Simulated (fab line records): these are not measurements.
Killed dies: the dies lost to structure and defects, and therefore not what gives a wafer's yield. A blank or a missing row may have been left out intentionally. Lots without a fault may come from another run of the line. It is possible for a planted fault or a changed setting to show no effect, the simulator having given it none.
fab line records    flow n5Finfet
[record] lots = 24  wafers = 72  lastDay = 18
route steps=1938 shown BEOL_M9@1458 BEOL_M10@1483
lots that met no fault: taken from a fault-free run of the same line
startH: the number of hours between the record's first day and the start of the first shown wafer of the lot    waitH: time in hours since the lot's previous step    " as in the row above    L1.1+2: a row that stands for several wafers    - either no value or no given start    * or withheld: withheld    < > ~ a bound
route shown NAME@n: a module of which the file shows steps, and the number in the route of the first    usual: the fault-free wafers' mean and standard deviation    same: alike in all rows    chamber/n: place in a boat    sites: the reading at each site    _std_site: how widely they spread, as a standard deviation    _edge_site: the outer-site mean with the inner-site mean subtracted    radiusMm: for every site, how far away it sits from the centre of the wafer    mask NAME#n: copy n    behind: the tool/chamber that last shaped the wafer    hold: cause of the lot's hold/its duration in hours/its outcome    device: names the non-switching transistor (n, p or np)    end of line: the tests these same wafers got at the end of their route    a step with no rows: only its recipe    killed: dies lost to structure and defects at the first sort, not the wafer's yield    map: a wafer's dies, marking killed ones x, the rest . and places with no die _
set.NAME: setting as actually run; set.NAME@STEP: the setting as run at that earlier step    model.NAME: the simulator's own value behind a step, which no gauge read
the route's steps for a sample of lots (tables are steps, rows are wafers)
services: when a tool's chamber went out of use (startH, in hours from the record's first day, below 0 if earlier), for how many hours, and the reason
[[steps]]
[step N5_BEOL_M9_ALD_74]
[recipe] material = TaN  targetThkA = 20  tempC = 275  aldPrecursorFamily = PDMAT  aldCoReactant = NH3  pressureTorr = 3  carrierFlowSccm = 1500  pulseTimeS = 2  purgeTimeS = 3  coReactantPurgeTimeS = 2  coReactantPulseTimeS = 3  aldCycles = 40  precursorVesselTempC = 75  precursorVesselPressureTorr = 26.25  precursorVesselCarrierSccm = 1000
[usual] heaterPowerW = 424/41  precursorVesselTempC = 75.01/0.12
[same] coReactantPulseTimeS = 3  pulseTimeS = 2
lot.wafer  tool         chamber  startH  waitH  heaterPowerW  precursorVesselTempC  sinceWetCleanH
L075.2     aldMetal-03  0        230.69  0.0    386           75.16                 1432
L075.3     "            3        "       "      491           74.95                 1432
L075.5     "            1        "       "      426           75.07                 -
L074.3     aldMetal-03  1        236.51  0.0    446           74.87                 1438
L074.4     "            3        "       "      484           74.91                 1438
L074.5     "            3        "       "      482           74.97                 -
L076.1     aldMetal-04  0        236.73  0.0    438           74.86                 4515
L076.2     "            2        "       "      463           74.98                 4515
L076.4     "            3        "       "      390           74.99                 4515
L077.4     aldMetal-04  0        240.75  0.0    449           75.21                 4519
L077.5     "            3        "       "      393           74.74                 -
L077.6     "            0        "       "      445           75.03                 -
L079.2     aldMetal-04  3        255.38  0.0    400           75.01                 4534
L079.3     "            2        "       "      466           75.06                 4534
L079.4     "            0        "       "      451           74.93                 4534
L078.2     aldMetal-03  0        255.71  0.0    400           75.19                 1457
L078.3     "            1        "       "      434           74.92                 1457
L078.6     "            1        "       "      437           75.00                 -
L082.1     aldMetal-02  0        256.54  0.3    347           74.95                 2996
L082.2     "            2        "       "      447           74.95                 2996
L082.6     "            0        "       "      348           75.03                 -
L080.2     aldMetal-03  0        256.57  0.2    393           75.06                 1458
L080.4     "            3        "       "      491           74.95                 1458
L080.5     "            1        "       "      427           75.03                 -
L081.2     aldMetal-02  2        264.06  0.2    444           75.11                 3004
L081.5     "            1        "       "      438           74.99                 -
L081.6     "            2        "       "      443           75.05                 -
L083.4     aldMetal-04  0        281.93  0.0    437           75.05                 4560
L083.5     "            1        "       "      452           75.22                 -
L083.6     "            2        "       "      464           75.06                 -
L084.2     aldMetal-02  1        301.79  0.1    439           74.84                 3042
L084.4     "            0        "       "      345           74.90                 -
L084.6     "            1        "       "      436           75.05                 -
L086.1     aldMetal-02  1        302.05  0.1    439           74.94                 3042
L086.4     "            1        "       "      438           75.09                 -
L086.6     "            0        "       "      348           75.21                 -
L085.1     aldMetal-04  2        302.58  0.1    465           75.09                 4581
L085.4     "            2        "       "      450           74.99                 -
L085.5     "            3        "       "      402           75.03                 -
L088.1     aldMetal-02  0        310.04  0.0    351           74.85                 3050
L088.3     "            2        "       "      442           74.74                 3050
L088.4     "            2        "       "      437           74.88                 -
L089.4     aldMetal-04  1        310.22  0.1    453           75.04                 4589
L089.5     "            3        "       "      389           74.95                 -
L089.6     "            2        "       "      456           75.06                 -
L087.1     aldMetal-02  2        310.74  0.1    443           75.05                 3051
L087.2     "            0        "       "      329           75.17                 3051
L087.3     "            1        "       "      427           75.16                 3051
L091.1     aldMetal-03  0        315.46  0.0    388           75.04                 1517
L091.3     "            2        "       "      390           74.92                 1517
L091.6     "            2        "       "      392           75.16                 -
L090.1     aldMetal-04  3        320.05  0.1    399           74.95                 4598
L090.2     "            1        "       "      468           74.89                 4598
L090.3     "            0        "       "      441           74.88                 4598
L092.1     aldMetal-02  1        325.45  0.1    450           75.16                 3065
L092.4     "            0        "       "      341           74.71                 3065
L092.5     "            2        "       "      436           75.08                 -
L093.1     aldMetal-02  3        327.63  0.0    395           75.11                 3067
L093.4     "            1        "       "      441           74.94                 3067
L093.6     "            0        "       "      349           75.04                 -
L094.2     aldMetal-03  1        348.72  0.1    439           75.25                 1550
L094.3     "            2        "       "      392           74.98                 1550
L094.6     "            0        "       "      377           74.96                 -
L095.2     aldMetal-04  2        358.05  0.0    453           74.97                 4636
L095.4     "            1        "       "      461           75.02                 4636
L095.5     "            1        "       "      448           74.94                 -
L097.2     aldMetal-02  2        362.58  0.0    446           74.91                 3102
L097.3     "            1        "       "      435           75.08                 3102
L097.5     "            2        "       "      445           75.00                 -
L096.3     aldMetal-04  0        366.64  0.1    449           75.22                 4645
L096.4     "            2        "       "      466           74.98                 4645
L096.6     "            3        "       "      390           74.86                 -
[step N5_BEOL_M9_SURFACE_TREAT_79]
[recipe] gas = Ar  timeS = *  ionEnergyEv = *  ionCurrentMaCm2 = 0.5  pressureMtorr = *  arFlowSccm = 30
[usual] throttleValvePct = *
[same] timeS = *
lot.wafer  tool           chamber  startH  waitH  throttleValvePct
L075.2     pvdSputter-03  -        231.43  0.6    *
L075.3     "              -        "       "      *
L075.5     "              -        "       "      *
L074.3     pvdSputter-01  -        236.81  0.2    *
L074.4     "              -        "       "      *
L074.5     "              -        "       "      *
L076.1     pvdSputter-01  -        237.17  0.3    *
L076.2     "              -        "       "      *
L076.4     "              -        "       "      *
L077.4     pvdSputter-02  -        241.13  0.2    *
L077.5     "              -        "       "      *
L077.6     "              -        "       "      *
L079.2     pvdSputter-01  -        255.69  0.2    *
L079.3     "              -        "       "      *
L079.4     "              -        "       "      *
L078.2     pvdSputter-01  -        256.09  0.2    *
L078.3     "              -        "       "      *
L078.6     "              -        "       "      *
L082.1     pvdSputter-01  -        256.85  0.2    *
L082.2     "              -        "       "      *
L082.6     "              -        "       "      *
L080.2     pvdSputter-01  -        256.89  0.2    *
L080.4     "              -        "       "      *
L080.5     "              -        "       "      *
L081.2     pvdSputter-01  -        264.44  0.3    *
L081.5     "              -        "       "      *
L081.6     "              -        "       "      *
L083.4     pvdSputter-02  -        282.28  0.2    *
L083.5     "              -        "       "      *
L083.6     "              -        "       "      *
L084.2     pvdSputter-01  -        302.09  0.2    *
L084.4     "              -        "       "      *
L084.6     "              -        "       "      *
L086.1     pvdSputter-02  -        302.44  0.3    *
L086.4     "              -        "       "      *
L086.6     "              -        "       "      *
L085.1     pvdSputter-02  -        302.94  0.2    *
L085.4     "              -        "       "      *
L085.5     "              -        "       "      *
L088.1     pvdSputter-01  -        310.46  0.3    *
L088.3     "              -        "       "      *
L088.4     "              -        "       "      *
L089.4     pvdSputter-02  -        310.52  0.2    *
L089.5     "              -        "       "      *
L089.6     "              -        "       "      *
L087.1     pvdSputter-02  -        311.10  0.2    *
L087.2     "              -        "       "      *
L087.3     "              -        "       "      *
L091.1     pvdSputter-01  -        315.82  0.2    *
L091.3     "              -        "       "      *
L091.6     "              -        "       "      *
L090.1     pvdSputter-01  -        320.34  0.2    *
L090.2     "              -        "       "      *
L090.3     "              -        "       "      *
L092.1     pvdSputter-02  -        325.80  0.2    *
L092.4     "              -        "       "      *
L092.5     "              -        "       "      *
L093.1     pvdSputter-03  -        327.99  0.2    *
L093.4     "              -        "       "      *
L093.6     "              -        "       "      *
L094.2     pvdSputter-02  -        349.07  0.2    *
L094.3     "              -        "       "      *
L094.6     "              -        "       "      *
L095.2     pvdSputter-01  -        358.43  0.2    *
L095.4     "              -        "       "      *
L095.5     "              -        "       "      *
L097.2     pvdSputter-03  -        362.88  0.2    *
L097.3     "              -        "       "      *
L097.5     "              -        "       "      *
L096.3     pvdSputter-02  -        367.08  0.3    *
L096.4     "              -        "       "      *
L096.6     "              -        "       "      *
[step N5_BEOL_M10_CD_MEAS_11]
[recipe] targetCdNm = 64.1  landingEnergyEv = 500  detector = seInlens  polarity = opening
[usual] cdNm = 64.2/0.61
lot.wafer  tool      chamber  startH  waitH  cdNm
L075.2     cdSem-03  0        236.11  -      64.3
L075.3     "         0        "       "      64.1
L075.5     "         0        "       "      64.6
L074.3     cdSem-01  0        241.28  -      63.0
L074.4     "         0        "       "      63.9
L074.5     "         0        "       "      64.3
L076.1     cdSem-03  0        241.41  -      63.2
L076.2     "         0        "       "      63.8
L076.4     "         0        "       "      64.4
L077.4     cdSem-03  0        244.66  -      64.2
L077.5     "         0        "       "      65.3
L077.6     "         0        "       "      64.9
L079.2     cdSem-02  0        258.31  -      64.1
L079.3     "         0        "       "      64.4
L079.4     "         0        "       "      64.0
L078.2     cdSem-01  0        259.17  -      63.0
L078.3     "         0        "       "      63.4
L078.6     "         0        "       "      63.3
L082.1     cdSem-02  0        263.16  -      63.8
L082.2     "         0        "       "      64.6
L082.6     "         0        "       "      63.9
L080.2     cdSem-03  0        263.37  -      63.1
L080.4     "         0        "       "      63.8
L080.5     "         0        "       "      63.7
L081.2     cdSem-02  0        272.59  -      64.3
L081.5     "         0        "       "      64.3
L081.6     "         0        "       "      63.4
L083.4     cdSem-02  0        285.75  -      63.3
L083.5     "         0        "       "      64.2
L083.6     "         0        "       "      63.3
L086.1     cdSem-03  0        306.20  -      65.1
L086.4     "         0        "       "      64.1
L086.6     "         0        "       "      65.2
L084.2     cdSem-03  0        306.37  -      63.8
L084.4     "         0        "       "      63.8
L084.6     "         0        "       "      64.3
L085.1     cdSem-02  0        306.40  -      64.0
L085.4     "         0        "       "      63.5
L085.5     "         0        "       "      63.6
L088.1     cdSem-03  0        313.40  -      63.3
L088.3     "         0        "       "      63.6
L088.4     "         0        "       "      64.1
L089.4     cdSem-03  0        313.50  -      65.5
L089.5     "         0        "       "      64.9
L089.6     "         0        "       "      65.5
L087.1     cdSem-02  0        315.59  -      64.1
L087.2     "         0        "       "      64.3
L087.3     "         0        "       "      65.5
L091.1     cdSem-01  0        319.86  -      64.0
L091.3     "         0        "       "      64.1
L091.6     "         0        "       "      63.5
L090.1     cdSem-01  0        325.64  -      63.7
L090.2     "         0        "       "      64.8
L090.3     "         0        "       "      63.9
L092.1     cdSem-01  0        328.54  -      64.3
L092.4     "         0        "       "      65.3
L092.5     "         0        "       "      64.9
L093.1     cdSem-03  0        332.41  -      63.9
L093.4     "         0        "       "      63.3
L093.6     "         0        "       "      64.2
L094.2     cdSem-01  0        355.58  -      65.2
L094.3     "         0        "       "      64.3
L094.6     "         0        "       "      65.4
L095.2     cdSem-02  0        362.66  -      62.6
L095.4     "         0        "       "      63.3
L095.5     "         0        "       "      63.6
L097.2     cdSem-03  0        366.39  -      63.9
L097.3     "         0        "       "      64.1
L097.5     "         0        "       "      64.3
L096.3     cdSem-01  0        370.80  -      65.3
L096.4     "         0        "       "      65.6
L096.6     "         0        "       "      64.8
[step N5_BEOL_M10_OVL_MEAS_12]
[recipe] pointsPerWafer = 44
[usual] M10_OVL = -0.2/0.83
[same] pointsPerWafer = 44
lot.wafer  tool        chamber  startH  waitH  M10_OVL[nm]
L075.2     overlay-02  0        236.14  0.0    -0.7
L075.3     "           0        "       "      -1.1
L075.5     "           0        "       "      -0.4
L074.3     overlay-01  0        241.32  0.0    1.0
L074.4     "           0        "       "      0.9
L074.5     "           0        "       "      1.0
L076.1     overlay-01  0        241.44  0.0    -0.1
L076.2     "           0        "       "      0.0
L076.4     "           0        "       "      0.4
L077.4     overlay-01  0        244.68  0.0    -0.5
L077.5     "           0        "       "      0.4
L077.6     "           0        "       "      0.3
L079.2     overlay-02  0        258.34  0.0    -1.0
L079.3     "           0        "       "      -1.1
L079.4     "           0        "       "      -1.6
L078.2     overlay-01  0        259.20  0.0    -1.1
L078.3     "           0        "       "      0.7
L078.6     "           0        "       "      -0.5
L082.1     overlay-01  0        263.19  0.0    -0.8
L082.2     "           0        "       "      -0.3
L082.6     "           0        "       "      0.3
L080.2     overlay-02  0        263.39  0.0    1.2
L080.4     "           0        "       "      0.2
L080.5     "           0        "       "      -0.5
L081.2     overlay-01  0        272.62  0.0    -0.1
L081.5     "           0        "       "      -0.8
L081.6     "           0        "       "      0.9
L083.4     overlay-02  0        285.77  0.0    -1.1
L083.5     "           0        "       "      0.8
L083.6     "           0        "       "      -1.1
L086.1     overlay-01  0        306.23  0.0    0.2
L086.4     "           0        "       "      -1.0
L086.6     "           0        "       "      -0.1
L084.2     overlay-01  0        306.39  0.0    -1.3
L084.4     "           0        "       "      -0.8
L084.6     "           0        "       "      -2.0
L085.1     overlay-01  0        306.43  0.0    -0.1
L085.4     "           0        "       "      -0.7
L085.5     "           0        "       "      0.0
L088.1     overlay-01  0        313.43  0.0    0.1
L088.3     "           0        "       "      1.3
L088.4     "           0        "       "      1.0
L089.4     overlay-01  0        313.53  0.0    -0.5
L089.5     "           0        "       "      -0.6
L089.6     "           0        "       "      0.5
L087.1     overlay-02  0        315.62  0.0    -0.1
L087.2     "           0        "       "      -0.7
L087.3     "           0        "       "      1.7
L091.1     overlay-02  0        319.89  0.0    0.3
L091.3     "           0        "       "      1.3
L091.6     "           0        "       "      1.1
L090.1     overlay-02  0        325.67  0.0    0.3
L090.2     "           0        "       "      -0.5
L090.3     "           0        "       "      -0.4
L092.1     overlay-01  0        328.57  0.0    -0.7
L092.4     "           0        "       "      0.2
L092.5     "           0        "       "      0.0
L093.1     overlay-02  0        332.44  0.0    -0.2
L093.4     "           0        "       "      -0.3
L093.6     "           0        "       "      -1.1
L094.2     overlay-01  0        355.61  0.0    0.7
L094.3     "           0        "       "      -1.7
L094.6     "           0        "       "      1.0
L095.2     overlay-02  0        362.69  0.0    -1.4
L095.4     "           0        "       "      -1.3
L095.5     "           0        "       "      0.3
L097.2     overlay-01  0        366.42  0.0    0.2
L097.3     "           0        "       "      -0.7
L097.5     "           0        "       "      -0.4
L096.3     overlay-01  0        370.83  0.0    -0.3
L096.4     "           0        "       "      -0.7
L096.6     "           0        "       "      -1.8
[step N5_BEOL_M10_INSPECT_13]
[recipe] mode = adi  inspectInstrument = brightfield
[usual] rawDefectCount = 413/94
lot.wafer  tool              chamber  startH  waitH  rawDefectCount
L075.2     defectInspect-01  -        236.16  0.0    330
L075.3     "                 -        "       "      369
L075.5     "                 -        "       "      404
L074.3     defectInspect-01  -        241.34  0.0    348
L074.4     "                 -        "       "      388
L074.5     "                 -        "       "      457
L076.1     defectInspect-02  -        241.47  0.0    281
L076.2     "                 -        "       "      467
L076.4     "                 -        "       "      431
L077.4     defectInspect-02  -        244.71  0.0    298
L077.5     "                 -        "       "      358
L077.6     "                 -        "       "      249
L079.2     defectInspect-01  -        258.36  0.0    446
L079.3     "                 -        "       "      299
L079.4     "                 -        "       "      394
L078.2     defectInspect-01  -        259.22  0.0    342
L078.3     "                 -        "       "      302
L078.6     "                 -        "       "      405
L082.1     defectInspect-02  -        263.22  0.0    459
L082.2     "                 -        "       "      502
L082.6     "                 -        "       "      357
L080.2     defectInspect-01  -        263.42  0.0    463
L080.4     "                 -        "       "      454
L080.5     "                 -        "       "      532
L081.2     defectInspect-02  -        272.64  0.0    341
L081.5     "                 -        "       "      289
L081.6     "                 -        "       "      280
L083.4     defectInspect-02  -        285.80  0.0    448
L083.5     "                 -        "       "      335
L083.6     "                 -        "       "      440
L086.1     defectInspect-01  -        306.25  0.0    332
L086.4     "                 -        "       "      244
L086.6     "                 -        "       "      424
L084.2     defectInspect-02  -        306.42  0.0    521
L084.4     "                 -        "       "      345
L084.6     "                 -        "       "      470
L085.1     defectInspect-02  -        306.46  0.0    435
L085.4     "                 -        "       "      485
L085.5     "                 -        "       "      490
L088.1     defectInspect-01  -        313.46  0.0    403
L088.3     "                 -        "       "      501
L088.4     "                 -        "       "      635
L089.4     defectInspect-02  -        313.56  0.0    383
L089.5     "                 -        "       "      320
L089.6     "                 -        "       "      261
L087.1     defectInspect-02  -        315.65  0.0    373
L087.2     "                 -        "       "      438
L087.3     "                 -        "       "      465
L091.1     defectInspect-01  -        319.91  0.0    340
L091.3     "                 -        "       "      379
L091.6     "                 -        "       "      406
L090.1     defectInspect-01  -        325.69  0.0    465
L090.2     "                 -        "       "      444
L090.3     "                 -        "       "      556
L092.1     defectInspect-01  -        328.59  0.0    410
L092.4     "                 -        "       "      427
L092.5     "                 -        "       "      333
L093.1     defectInspect-01  -        332.46  0.0    495
L093.4     "                 -        "       "      418
L093.6     "                 -        "       "      446
L094.2     defectInspect-01  -        355.64  0.0    500
L094.3     "                 -        "       "      362
L094.6     "                 -        "       "      432
L095.2     defectInspect-01  -        362.71  0.0    287
L095.4     "                 -        "       "      300
L095.5     "                 -        "       "      528
L097.2     defectInspect-01  -        366.44  0.0    363
L097.3     "                 -        "       "      421
L097.5     "                 -        "       "      322
L096.3     defectInspect-02  -        370.85  0.0    307
L096.4     "                 -        "       "      475
L096.6     "                 -        "       "      346
[step N5_BEOL_M10_ETCH_61]
[recipe] chemistry = CF4  target = SiARC  targetDepthA = 390  maskMaterial = CAR-ArF  timeS = 65  ionEnergyEv = 80  pressureMtorr = 40  sourceW = 545  biasW = 36  Ar_flow_sccm = 100  cf4FlowSccm = 100  ends = cleared
[usual] drypumpMotorCurrentA = 5.6/0.42  etchRfOnTimeS = 64.3/0.83  oesProductAu = 0.70/0.062  rfVppV = 184.1/1.1  showerheadPlenumPTorr = 2.15/0.058  throttleValvePct = 15.57/0.2
lot.wafer  tool        chamber  startH  waitH  drypumpMotorCurrentA  etchRfOnTimeS  oesProductAu  rfHoursCounterH  rfVppV  showerheadPlenumPTorr  throttleValvePct
L075.2     rieDiel-01  3        236.40  0.0    5.6                   65.6           0.57          244              185.6   2.20                   15.92
L075.3     "           0        "       "      5.4                   64.5           0.71          85               183.9   2.16                   15.47
L075.5     "           2        "       "      4.9                   63.1           0.76          -                183.7   2.16                   15.28
L074.3     rieDiel-05  3        241.41  0.0    6.3                   63.5           0.80          10               184.8   2.18                   15.40
L074.4     "           1        "       "      5.9                   64.6           0.73          57               183.5   2.07                   15.56
L074.5     "           2        "       "      5.8                   63.3           0.73          -                184.4   2.08                   15.70
L076.1     rieDiel-01  2        241.55  0.0    4.9                   62.9           0.77          49               185.6   2.16                   15.28
L076.2     "           3        "       "      5.6                   65.2           0.58          245              186.1   2.20                   15.92
L076.4     "           0        "       "      5.4                   64.0           0.71          86               184.0   2.16                   15.47
L077.4     rieDiel-01  0        245.64  0.0    5.4                   64.2           0.72          88               185.4   2.16                   15.48
L077.5     "           3        "       "      5.6                   65.0           0.57          -                184.4   2.20                   15.93
L077.6     "           2        "       "      4.9                   62.7           0.77          -                185.9   2.16                   15.28
L079.2     rieDiel-01  2        258.43  0.0    4.9                   64.0           0.75          56               185.0   2.16                   15.30
L079.3     "           1        "       "      6.1                   64.7           0.68          109              184.7   2.16                   15.66
L079.4     "           0        "       "      5.4                   64.9           0.71          92               183.3   2.16                   15.48
L078.2     rieDiel-05  3        259.29  0.0    6.3                   64.3           0.78          15               183.8   2.18                   15.41
L078.3     "           0        "       "      5.7                   65.2           0.65          123              183.9   2.15                   15.29
L078.6     "           1        "       "      5.8                   64.8           0.73          -                183.0   2.07                   15.57
L082.1     rieDiel-05  1        263.29  0.0    5.8                   64.4           0.73          64               183.5   2.07                   15.58
L082.2     "           0        "       "      5.7                   64.8           0.66          125              182.2   2.15                   15.29
L082.6     "           0        "       "      5.7                   64.4           0.66          -                183.9   2.15                   15.31
L080.2     rieDiel-06  1        263.94  0.0    6.2                   66.6           0.58          242              182.3   2.03                   15.78
L080.4     "           2        "       "      5.3                   64.9           0.70          83               184.3   2.24                   15.42
L080.5     "           0        "       "      5.3                   64.9           0.62          -                184.4   2.13                   15.85
L081.2     rieDiel-06  3        272.71  0.0    5.1                   63.9           0.78          22               185.4   2.20                   15.49
L081.5     "           1        "       "      6.2                   65.9           0.59          -                182.0   2.03                   15.78
L081.6     "           0        "       "      5.3                   64.7           0.62          -                184.3   2.13                   15.84
L083.4     rieDiel-01  0        285.89  0.0    5.4                   64.9           0.71          -                183.6   2.15                   15.49
L083.5     "           2        "       "      4.9                   64.1           0.75          -                184.5   2.16                   15.30
L083.6     "           1        "       "      6.2                   64.1           0.68          -                185.4   2.16                   15.69
L086.1     rieDiel-05  0        306.32  0.0    5.7                   65.7           0.64          140              184.9   2.15                   15.33
L086.4     "           1        "       "      5.8                   64.9           0.71          80               184.1   2.06                   15.63
L086.6     "           1        "       "      5.8                   64.9           0.71          -                183.2   2.06                   15.61
L084.2     rieDiel-01  2        306.49  0.0    4.9                   62.7           0.74          76               185.6   2.15                   15.33
L084.4     "           0        "       "      5.4                   64.0           0.69          112              184.1   2.15                   15.51
L084.6     "           2        "       "      4.9                   64.0           0.73          -                185.1   2.15                   15.33
L085.1     rieDiel-06  2        306.53  0.0    5.3                   65.6           0.68          101              185.0   2.23                   15.44
L085.4     "           3        "       "      5.1                   63.6           0.75          -                184.9   2.19                   15.52
L085.5     "           0        "       "      5.3                   64.3           0.61          -                183.7   2.13                   15.88
L088.1     rieDiel-06  1        313.53  0.0    6.1                   64.2           0.85          2                186.9   2.28                   15.30
L088.3     "           3        "       "      5.1                   63.7           0.75          39               184.6   2.19                   15.51
L088.4     "           2        "       "      5.2                   64.7           0.69          103              186.1   2.23                   15.47
L089.4     rieDiel-01  2        313.71  0.0    4.9                   62.7           0.73          78               184.5   2.15                   15.35
L089.5     "           2        "       "      4.9                   63.3           0.72          -                184.4   2.15                   15.33
L089.6     "           3        "       "      5.6                   65.2           0.80          -                185.0   2.19                   15.47
L087.1     rieDiel-06  1        315.72  0.0    6.1                   64.3           0.84          3                185.4   2.28                   15.33
L087.2     "           2        "       "      5.3                   65.1           0.68          103              184.9   2.23                   15.46
L087.3     "           3        "       "      5.1                   63.8           0.74          40               184.9   2.19                   15.53
L091.1     rieDiel-05  1        320.52  0.0    5.8                   65.1           0.71          85               182.3   2.06                   15.62
L091.3     "           2        "       "      5.8                   64.7           0.70          95               182.9   2.07                   15.75
L091.6     "           2        "       "      5.8                   64.8           0.70          -                182.5   2.07                   15.74
L090.1     rieDiel-01  3        325.76  0.0    5.6                   65.6           0.79          14               182.9   2.19                   15.48
L090.2     "           2        "       "      4.9                   63.7           0.72          83               183.7   2.15                   15.33
L090.3     "           0        "       "      5.4                   64.5           0.69          118              184.5   2.15                   15.55
L092.1     rieDiel-06  2        328.66  0.0    5.3                   64.3           0.68          108              185.6   2.23                   15.46
L092.4     "           3        "       "      5.1                   63.9           0.74          45               185.3   2.19                   15.52
L092.5     "           3        "       "      5.1                   63.7           0.74          -                184.1   2.19                   15.54
L093.1     rieDiel-05  3        332.53  0.0    6.3                   63.4           0.74          40               184.1   2.17                   15.45
L093.4     "           0        "       "      5.7                   65.0           0.64          149              182.3   2.15                   15.34
L093.6     "           0        "       "      5.7                   64.7           0.64          -                183.5   2.14                   15.35
L094.2     rieDiel-06  0        355.71  0.0    5.3                   64.9           0.60          221              183.4   2.12                   15.90
L094.3     "           2        "       "      5.3                   64.9           0.67          117              185.5   2.23                   15.49
L094.6     "           0        "       "      5.3                   64.7           0.60          -                185.3   2.12                   15.91
L095.2     rieDiel-05  1        363.20  0.0    5.9                   65.2           0.70          99               182.6   2.06                   15.66
L095.4     "           1        "       "      5.8                   66.1           0.68          -                181.6   2.06                   15.67
L095.5     "           2        "       "      5.8                   65.1           0.69          -                183.1   2.07                   15.80
L097.2     rieDiel-05  2        366.55  0.0    5.8                   63.6           0.69          113              184.2   2.07                   15.79
L097.3     "           3        "       "      6.3                   62.7           0.73          54               183.3   2.17                   15.50
L097.5     "           3        "       "      6.2                   63.2           0.73          -                185.2   2.17                   15.48
L096.3     rieDiel-05  2        370.92  0.0    5.8                   63.7           0.68          115              181.8   2.06                   15.78
L096.4     "           1        "       "      5.9                   64.9           0.69          -                182.2   2.06                   15.67
L096.6     "           2        "       "      5.8                   63.0           0.69          -                183.6   2.06                   15.80
[[services]]
tool         chamber  startH  hours  kind
rieDiel-06   3        225.92  16.6   repair
aldMetal-02  1        233.87  13.2   repair
rieDiel-01   3        263.49  2.6    repair
rieDiel-01   3        266.36  -      clean
rieDiel-01   3        266.36  -      consumableReplace:focusRing
rieDiel-01   3        266.36  24.7   scheduledDown
rieDiel-01   3        266.36  24.7   ventCycle
rieDiel-06   1        287.58  -      clean
rieDiel-06   1        287.58  -      consumableReplace:focusRing
rieDiel-06   1        287.58  -      consumableReplace:showerhead
rieDiel-06   1        287.58  19.8   scheduledDown
rieDiel-06   1        287.58  19.8   ventCycle
rieDiel-05   -        290.15  2.6    repair
aldMetal-04  0        299.98  6.3    repair
rieDiel-06   0        300.58  5.8    repair
rieDiel-06   -        348.84  2.8    pm
rieDiel-05   0        350.53  25.4   repair
[[key]]
fault none
